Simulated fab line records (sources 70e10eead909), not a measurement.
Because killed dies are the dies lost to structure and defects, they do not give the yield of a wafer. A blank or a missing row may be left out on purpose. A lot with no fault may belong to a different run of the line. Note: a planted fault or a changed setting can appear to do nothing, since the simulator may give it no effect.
Chamber matching || flow nandHarc || pecvd-02 running NHARC_A_BONDPAD_DEP_00: 3 sister chambers
The step deposits SiCN, target thk 250 nm. 16 wafers are shown with their chamber, then 8 later ones without.

== WAFERS WITH THEIR CHAMBER ==
{"wafer": "L077.1", "chamber": 2, "heaterPowerW (W)": 619}
{"wafer": "L077.2", "chamber": 0, "heaterPowerW (W)": 427}
{"wafer": "L077.5", "chamber": 0, "heaterPowerW (W)": 440}
{"wafer": "L078.1", "chamber": 1, "heaterPowerW (W)": 561}
{"wafer": "L078.3", "chamber": 2, "heaterPowerW (W)": 539}
{"wafer": "L078.5", "chamber": 1, "heaterPowerW (W)": 575}
{"wafer": "L079.1", "chamber": 1, "heaterPowerW (W)": 575}
{"wafer": "L079.3", "chamber": 2, "heaterPowerW (W)": 664}
{"wafer": "L079.5", "chamber": 1, "heaterPowerW (W)": 583}
{"wafer": "L082.1", "chamber": 0, "heaterPowerW (W)": 519}
{"wafer": "L082.2", "chamber": 2, "heaterPowerW (W)": 669}
{"wafer": "L082.5", "chamber": 2, "heaterPowerW (W)": 680}
{"wafer": "L082.3", "chamber": 1, "heaterPowerW (W)": 514}
{"wafer": "L082.4", "chamber": 0, "heaterPowerW (W)": 519}
{"wafer": "L082.6", "chamber": 1, "heaterPowerW (W)": 533}
{"wafer": "L086.2", "chamber": 1, "heaterPowerW (W)": 542}

SIGNATURES, as means of the wafers listed above
{"reading": "heaterPowerW", "chamber 0": 476.25, "chamber 1": 554.71, "chamber 2": 634.20, "scatter within a chamber": 43.7}
Rule: for each reading, subtract the chamber's mean from the wafer's reading, divide by that reading's scatter and square the result; add these up over the readings and take the root, which gives the wafer's distance from the chamber. If the next closest chamber is less than 2 further off than the closest, the wafer can't be placed; otherwise it belongs to the closest. The scatter: the root of (the sum of the squares of (reading less its chamber's mean) over the shown wafers, divided by (wafers less chambers)).

== WAFERS MISSING THEIR CHAMBER ==
{"wafer": "L086.4", "heaterPowerW (W)": 550}
{"wafer": "L086.6", "heaterPowerW (W)": 636}
{"wafer": "L086.1", "heaterPowerW (W)": 603}
{"wafer": "L086.3", "heaterPowerW (W)": 429}
{"wafer": "L086.5", "heaterPowerW (W)": 454}
{"wafer": "L088.2", "heaterPowerW (W)": 535}
{"wafer": "L088.4", "heaterPowerW (W)": 432}
{"wafer": "L088.6", "heaterPowerW (W)": 610}

== WHICH CHAMBER EACH WENT THROUGH ==
{"wafer": "L086.4", "from the rows above": "can't be placed: 1 or 0 or 2", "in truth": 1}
{"wafer": "L086.6", "from the rows above": "can't be placed: 2 or 1", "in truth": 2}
{"wafer": "L086.1", "from the rows above": "can't be placed: 2 or 1", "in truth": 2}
{"wafer": "L086.3", "from the rows above": "can't be placed: 0 or 1", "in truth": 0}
{"wafer": "L086.5", "from the rows above": "can't be placed: 0 or 1", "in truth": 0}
{"wafer": "L088.2", "from the rows above": "can't be placed: 1 or 0 or 2", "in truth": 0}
{"wafer": "L088.4", "from the rows above": "can't be placed: 0 or 1", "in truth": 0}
{"wafer": "L088.6", "from the rows above": "can't be placed: 2 or 1", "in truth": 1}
Placed correctly: 0 of 8. Can't be placed from these rows: 8 (the true chamber is among the candidates in 8). Wrongly placed: 0.
